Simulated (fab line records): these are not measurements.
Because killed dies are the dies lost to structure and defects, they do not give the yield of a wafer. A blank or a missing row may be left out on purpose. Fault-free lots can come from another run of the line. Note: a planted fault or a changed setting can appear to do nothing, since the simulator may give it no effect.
Matching of chambers    flow n5 finfet    rie diel-05 running N5_BEOL_M10_STRIP_67: 4 sister chambers
The step strips in CF4. 4 wafers are shown with their chamber, then 7 later ones without.

WAFERS PAIRED WITH THEIR CHAMBERS
wafer   chamber  showerhead plenum p Torr (Torr)
L083.6  2        1.74
L085.6  3        1.85
L091.4  0        1.80
L091.5  1        1.75

WAFERS WITH NO CHAMBER GIVEN
wafer   showerhead plenum p Torr (Torr)
L091.6  1.73
L096.1  1.73
L096.5  1.75
L096.6  1.73
L097.1  1.75
L097.2  1.80
L097.6  1.84

WHICH CHAMBER EACH WENT THROUGH
wafer   from the rows above      in truth
L091.6  can't be placed: 2 or 1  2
L096.1  can't be placed: 2 or 1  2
L096.5  can't be placed: 1 or 2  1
L096.6  can't be placed: 2 or 1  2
L097.1  can't be placed: 1 or 2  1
L097.2  0                        0
L097.6  3                        3
Correct placement for 2 of the 7. Unplaceable from these rows: 5, with the true chamber sitting among the candidates in 5. Wrongly placed: 0.
How it was worked out, from the rows above alone: a wafer's distance from a chamber is the root of the sum, over the readings, of the square of ((its reading less the chamber's mean) divided by the reading's scatter). The wafer belongs to the nearest chamber; if the next one is less than 2 further off, it can't be placed. The mean given for a chamber averages the wafers shown for that chamber. The scatter: root of mean squared gap, hidden wafer to nearest shown wafer, with one shown wafer a chamber.
